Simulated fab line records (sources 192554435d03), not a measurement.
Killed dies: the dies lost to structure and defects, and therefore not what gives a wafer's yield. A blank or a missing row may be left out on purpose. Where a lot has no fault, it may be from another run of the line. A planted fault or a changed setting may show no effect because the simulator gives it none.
Which tool is to blame? / flow n5_finfet / 10 lots with 27 wafers sampled at 4 steps, on a route of 1938 steps

== WHAT THE GAUGES SHOWED, per wafer ==
N5_BEOL_M4_RC_MEAS_101.
lot=L950; measured=day 7 14:05; on=prober-01; DIBL_N (mV/V)=36.3 35.6 36.4; DIBL_P (mV/V)=35.8 34.9 35.2; IOFF_N (nA/um)=0.162 0.149 0.160; IOFF_P (nA/um)=0.194 0.182 0.188; IOFF_P_85C (nA/um)=3.5 3.3 3.4; IOFF_P_LIN (nA/um)=0.092 0.089 0.090; IOFF_P_LONG (nA/um)=0.000106 0.000106 0.000106; ION_N (uA/um)=674 654 655; ION_P (uA/um)=458 449 453; SS_N (mV/dec)=71.9 71.7 71.4; SS_P (mV/dec)=73.4 73.3 74.0; VT_N (mV)=249.4 250.6 249.2; VT_N_LVT (mV)=95.6 97.1 96.4; VT_P (mV)=-251.8 -255.3 -251.0; VT_P_LONG (mV)=-279.8 -273.7 -273.5
lot=L951; measured=day 8 04:02; on=prober-02; DIBL_N (mV/V)=36.6 36.5 37.0; DIBL_P (mV/V)=35.3 34.2 35.8; IOFF_N (nA/um)=0.157 0.150 0.172; IOFF_P (nA/um)=0.211 0.201 0.227; IOFF_P_85C (nA/um)=3.6 3.5 3.9; IOFF_P_LIN (nA/um)=0.099 0.096 0.105; IOFF_P_LONG (nA/um)=0.00011 0.000111 0.000112; ION_N (uA/um)=666 667 672; ION_P (uA/um)=463 459 464; SS_N (mV/dec)=71.3 72.1 71.7; SS_P (mV/dec)=72.8 73.1 73.0; VT_N (mV)=249.4 252.6 248.8; VT_N_LVT (mV)=97.5 99.4 96.4; VT_P (mV)=-248.3 -251.7 -248.0; VT_P_LONG (mV)=-275.7 -274.8 -273.9
lot=L954; measured=day 8 20:59; on=prober-01; DIBL_N (mV/V)=36.0 36.0 36.9; DIBL_P (mV/V)=36.0 35.6 37.8; IOFF_N (nA/um)=0.149 0.144 0.173; IOFF_P (nA/um)=0.187 0.178 0.210; IOFF_P_85C (nA/um)=3.4 3.2 3.7; IOFF_P_LIN (nA/um)=0.090 0.086 0.097; IOFF_P_LONG (nA/um)=9.9e-05 9.5e-05 9.7e-05; ION_N (uA/um)=658 661 673; ION_P (uA/um)=446 452 458; SS_N (mV/dec)=71.7 71.4 72.4; SS_P (mV/dec)=73.1 73.0 73.6; VT_N (mV)=253.4 253.4 250.8; VT_N_LVT (mV)=100.2 101.1 98.1; VT_P (mV)=-250.9 -251.6 -251.3; VT_P_LONG (mV)=-277.8 -273.9 -277.5
lot=L956; measured=day 9 11:49; on=prober-01; DIBL_N (mV/V)=33.3 35.5; DIBL_P (mV/V)=33.2 35.5; IOFF_N (nA/um)=0.112 0.134; IOFF_P (nA/um)=0.316 0.375; IOFF_P_85C (nA/um)=5.2 6.0; IOFF_P_LIN (nA/um)=0.163 0.183; IOFF_P_LONG (nA/um)=0.000191 0.000189; ION_N (uA/um)=676 669; ION_P (uA/um)=491 489; SS_N (mV/dec)=70.8 71.2; SS_P (mV/dec)=71.9 72.8; VT_N (mV)=254.2 252.9; VT_N_LVT (mV)=118.9 116.8; VT_P (mV)=-233.0 -233.1; VT_P_LONG (mV)=-254.0 -253.5
lot=L957; measured=day 10 10:01; on=prober-02; DIBL_N (mV/V)=35.4; DIBL_P (mV/V)=36.6; IOFF_N (nA/um)=0.150; IOFF_P (nA/um)=0.377; IOFF_P_85C (nA/um)=5.9; IOFF_P_LIN (nA/um)=0.184; IOFF_P_LONG (nA/um)=0.000168; ION_N (uA/um)=672; ION_P (uA/um)=489; SS_N (mV/dec)=71.9; SS_P (mV/dec)=73.8; VT_N (mV)=250.6; VT_N_LVT (mV)=118.2; VT_P (mV)=-234.2; VT_P_LONG (mV)=-259.1
lot=L961; measured=day 10 17:22; on=prober-02; DIBL_N (mV/V)=38.5 36.8 35.9; DIBL_P (mV/V)=39.1 37.5 35.4; IOFF_N (nA/um)=0.217 0.172 0.151; IOFF_P (nA/um)=0.266 0.242 0.201; IOFF_P_85C (nA/um)=4.5 4.1 3.6; IOFF_P_LIN (nA/um)=0.119 0.110 0.097; IOFF_P_LONG (nA/um)=0.000103 0.000106 0.000107; ION_N (uA/um)=692 673 667; ION_P (uA/um)=470 459 456; SS_N (mV/dec)=72.3 72.2 71.6; SS_P (mV/dec)=74.8 74.5 73.4; VT_N (mV)=247.0 250.8 251.7; VT_N_LVT (mV)=97.2 101.0 102.4; VT_P (mV)=-248.6 -247.8 -251.3; VT_P_LONG (mV)=-275.4 -275.5 -271.9
lot=L966; measured=day 12 05:11; on=prober-02; DIBL_N (mV/V)=36.0 34.2 35.2; DIBL_P (mV/V)=36.7 33.7 34.7; IOFF_N (nA/um)=0.159 0.129 0.141; IOFF_P (nA/um)=0.232 0.190 0.192; IOFF_P_85C (nA/um)=4.1 3.4 3.5; IOFF_P_LIN (nA/um)=0.112 0.099 0.098; IOFF_P_LONG (nA/um)=0.000106 0.000111 0.000109; ION_N (uA/um)=679 669 663; ION_P (uA/um)=466 463 457; SS_N (mV/dec)=72.1 71.5 71.1; SS_P (mV/dec)=73.3 72.7 72.7; VT_N (mV)=249.3 251.4 250.4; VT_N_LVT (mV)=101.0 103.8 103.0; VT_P (mV)=-248.2 -248.6 -251.4; VT_P_LONG (mV)=-274.0 -270.9 -274.4
lot=L968; measured=day 12 16:58; on=prober-01; DIBL_N (mV/V)=33.7 32.4 34.8; DIBL_P (mV/V)=35.5 33.5 36.5; IOFF_N (nA/um)=0.131 0.114 0.151; IOFF_P (nA/um)=0.181 0.160 0.200; IOFF_P_85C (nA/um)=3.3 2.9 3.5; IOFF_P_LIN (nA/um)=0.089 0.083 0.097; IOFF_P_LONG (nA/um)=0.000105 0.000105 0.000105; ION_N (uA/um)=664 662 660; ION_P (uA/um)=458 455 454; SS_N (mV/dec)=71.2 71.1 70.9; SS_P (mV/dec)=72.7 72.2 73.3; VT_N (mV)=252.4 254.5 249.7; VT_N_LVT (mV)=102.4 104.2 100.1; VT_P (mV)=-252.3 -253.9 -249.8; VT_P_LONG (mV)=-275.3 -273.4 -275.1
lot=L970; measured=day 12 22:19; on=prober-02; DIBL_N (mV/V)=38.6 36.9 39.0; DIBL_P (mV/V)=37.3 36.2 37.4; IOFF_N (nA/um)=0.201 0.162 0.196; IOFF_P (nA/um)=0.240 0.213 0.229; IOFF_P_85C (nA/um)=4.0 3.7 3.9; IOFF_P_LIN (nA/um)=0.112 0.102 0.107; IOFF_P_LONG (nA/um)=0.00011 0.000108 0.000106; ION_N (uA/um)=679 664 666; ION_P (uA/um)=465 454 460; SS_N (mV/dec)=71.2 70.9 71.8; SS_P (mV/dec)=73.5 73.0 73.7; VT_N (mV)=245.6 249.2 246.6; VT_N_LVT (mV)=94.8 97.7 96.4; VT_P (mV)=-246.5 -248.0 -249.1; VT_P_LONG (mV)=-273.4 -273.1 -273.4
lot=L972; measured=day 13 14:47; on=prober-02; DIBL_N (mV/V)=38.4 39.1 37.7; DIBL_P (mV/V)=38.8 39.1 37.5; IOFF_N (nA/um)=0.186 0.205 0.175; IOFF_P (nA/um)=0.236 0.240 0.207; IOFF_P_85C (nA/um)=4.0 4.1 3.7; IOFF_P_LIN (nA/um)=0.108 0.110 0.098; IOFF_P_LONG (nA/um)=0.000105 0.000104 0.000106; ION_N (uA/um)=677 685 684; ION_P (uA/um)=466 467 463; SS_N (mV/dec)=71.4 72.2 71.6; SS_P (mV/dec)=73.5 73.5 72.5; VT_N (mV)=249.3 246.7 248.6; VT_N_LVT (mV)=96.2 94.1 95.8; VT_P (mV)=-249.4 -248.1 -252.9; VT_P_LONG (mV)=-275.0 -276.6 -278.2

== WHAT TOOL EACH LOT RAN ON (gives the tool, then ch and the chambers of the sampled wafers, and finally the start) ==
lot=L950; N5_HKMG_FIN_ALD_74=ald_hk-01 ch 0,2,3, day 3 21:03; N5_BEOL_M4_ANNEAL_80=pvd_sputter-02, day 7 11:13; N5_BEOL_M4_ANNEAL_89=pvd_sputter-02, day 7 11:52
lot=L951; N5_HKMG_FIN_ALD_74=ald_hk-01 ch 0,1, day 4 06:16; N5_BEOL_M4_ANNEAL_80=pvd_sputter-02, day 8 01:02; N5_BEOL_M4_ANNEAL_89=pvd_sputter-02, day 8 01:42
lot=L954; N5_HKMG_FIN_ALD_74=ald_hk-01 ch 0,1,3, day 5 00:32; N5_BEOL_M4_ANNEAL_80=pvd_sputter-02, day 8 18:26; N5_BEOL_M4_ANNEAL_89=pvd_sputter-02, day 8 19:05
lot=L956; N5_HKMG_FIN_ALD_74=ald_hk-01 ch 1,2, day 5 12:59; N5_BEOL_M4_ANNEAL_80=pvd_sputter-02, day 9 09:05; N5_BEOL_M4_ANNEAL_89=pvd_sputter-02, day 9 09:44
lot=L957; N5_HKMG_FIN_ALD_74=ald_hk-01 ch 2, day 5 17:52; N5_BEOL_M4_ANNEAL_80=pvd_sputter-02, day 10 06:45; N5_BEOL_M4_ANNEAL_89=pvd_sputter-02, day 10 07:25
lot=L961; N5_HKMG_FIN_ALD_74=ald_hk-03 ch 0,1, day 7 00:00; N5_BEOL_M4_ANNEAL_80=pvd_sputter-02, day 10 14:39; N5_BEOL_M4_ANNEAL_89=pvd_sputter-02, day 10 15:19
lot=L966; N5_HKMG_FIN_ALD_74=ald_hk-02 ch 0,1,2, day 8 08:51; N5_BEOL_M4_ANNEAL_80=pvd_sputter-03, day 12 02:26; N5_BEOL_M4_ANNEAL_89=pvd_sputter-03, day 12 03:06
lot=L968; N5_HKMG_FIN_ALD_74=ald_hk-02 ch 0,1,2, day 8 21:24; N5_BEOL_M4_ANNEAL_80=pvd_sputter-03, day 12 14:21; N5_BEOL_M4_ANNEAL_89=pvd_sputter-03, day 12 15:01
lot=L970; N5_HKMG_FIN_ALD_74=ald_hk-01 ch 2,3, day 9 05:01; N5_BEOL_M4_ANNEAL_80=pvd_sputter-02, day 12 19:37; N5_BEOL_M4_ANNEAL_89=pvd_sputter-02, day 12 20:16
lot=L972; N5_HKMG_FIN_ALD_74=ald_hk-01 ch 0,1,3, day 9 17:41; N5_BEOL_M4_ANNEAL_80=pvd_sputter-03, day 13 12:14; N5_BEOL_M4_ANNEAL_89=pvd_sputter-03, day 13 12:53
- N5_HKMG_FIN_ALD_74: deposits La2O3, target thk 0.5 nm, pulse time 6 s, co reactant pulse time 1 s.
- N5_BEOL_M4_ANNEAL_80: time 240 s.
- N5_BEOL_M4_ANNEAL_89: time 240 s.

== WHAT THE TOOLS THEMSELVES READ (means of the sampled wafers that have a number; where no wafer has one, the mark that the record gives instead) ==
N5_HKMG_FIN_ALD_74.
lot=L950; tool=ald_hk-01; heater_power_w (W)=311; precursor_pulse_height_rel=0.999
lot=L951; tool=ald_hk-01; heater_power_w (W)=293; precursor_pulse_height_rel=0.981
lot=L954; tool=ald_hk-01; heater_power_w (W)=311; precursor_pulse_height_rel=1.019
lot=L956; tool=ald_hk-01; heater_power_w (W)=345; precursor_pulse_height_rel=1.005
lot=L957; tool=ald_hk-01; heater_power_w (W)=340; precursor_pulse_height_rel=1.020
lot=L961; tool=ald_hk-03; heater_power_w (W)=337; precursor_pulse_height_rel=1.006
lot=L966; tool=ald_hk-02; heater_power_w (W)=339; precursor_pulse_height_rel=0.997
lot=L968; tool=ald_hk-02; heater_power_w (W)=341; precursor_pulse_height_rel=1.013
lot=L970; tool=ald_hk-01; heater_power_w (W)=338; precursor_pulse_height_rel=1.006
lot=L972; tool=ald_hk-01; heater_power_w (W)=313; precursor_pulse_height_rel=1.006

N5_BEOL_M4_ANNEAL_80.
lot=L950; tool=pvd_sputter-02; heater_power_w (W)=855
lot=L951; tool=pvd_sputter-02; heater_power_w (W)=861
lot=L954; tool=pvd_sputter-02; heater_power_w (W)=848
lot=L956; tool=pvd_sputter-02; heater_power_w (W)=864
lot=L957; tool=pvd_sputter-02; heater_power_w (W)=819
lot=L961; tool=pvd_sputter-02; heater_power_w (W)=847
lot=L966; tool=pvd_sputter-03; heater_power_w (W)=802
lot=L968; tool=pvd_sputter-03; heater_power_w (W)=783
lot=L970; tool=pvd_sputter-02; heater_power_w (W)=847
lot=L972; tool=pvd_sputter-03; heater_power_w (W)=802

N5_BEOL_M4_ANNEAL_89.
lot=L950; tool=pvd_sputter-02; heater_power_w (W)=845
lot=L951; tool=pvd_sputter-02; heater_power_w (W)=854
lot=L954; tool=pvd_sputter-02; heater_power_w (W)=846
lot=L956; tool=pvd_sputter-02; heater_power_w (W)=852
lot=L957; tool=pvd_sputter-02; heater_power_w (W)=805
lot=L961; tool=pvd_sputter-02; heater_power_w (W)=841
lot=L966; tool=pvd_sputter-03; heater_power_w (W)=805
lot=L968; tool=pvd_sputter-03; heater_power_w (W)=792
lot=L970; tool=pvd_sputter-02; heater_power_w (W)=855
lot=L972; tool=pvd_sputter-03; heater_power_w (W)=784

== THE ANSWER, worked out from the rows above alone ==
Rule: usual is defined by the lots themselves. The widest of any qualifying gaps counts: lots, ordered by their means at a reading, are off when they make up no more than a third of the lots, leave a main group of 4 or more, and stand apart from it by 3 or more times the standard deviation of that group's means. If all means in a main group match to the digits the tables above print for the reading, that group is not used. A lot without any number at a reading at which 4 lots or more have one is off too. Any other lot the step has rows for is counted as sound. After the gauges, taken in route order, come the tools' own readings; for these a lot's mean is taken, as printed above. The first step at which some lot is off is used, and at that step the reading that is off furthest; a lot without a number counts as furthest.
Off: L956, L957, at N5_BEOL_M4_RC_MEAS_101 (IOFF_P_LONG). Mean 0.000106 nA/um and standard deviation 3.9e-06 in the main group.
If a tool, at a process step before that reading, ran all the lots that are off and no sound lot after the first of them, it fits. Gauges at N5_BEOL_M4_RC_MEAS_101: tried the same way as those tools. No candidate that was tried fits.

== WHAT THE SIMULATOR HAD PUT IN ==
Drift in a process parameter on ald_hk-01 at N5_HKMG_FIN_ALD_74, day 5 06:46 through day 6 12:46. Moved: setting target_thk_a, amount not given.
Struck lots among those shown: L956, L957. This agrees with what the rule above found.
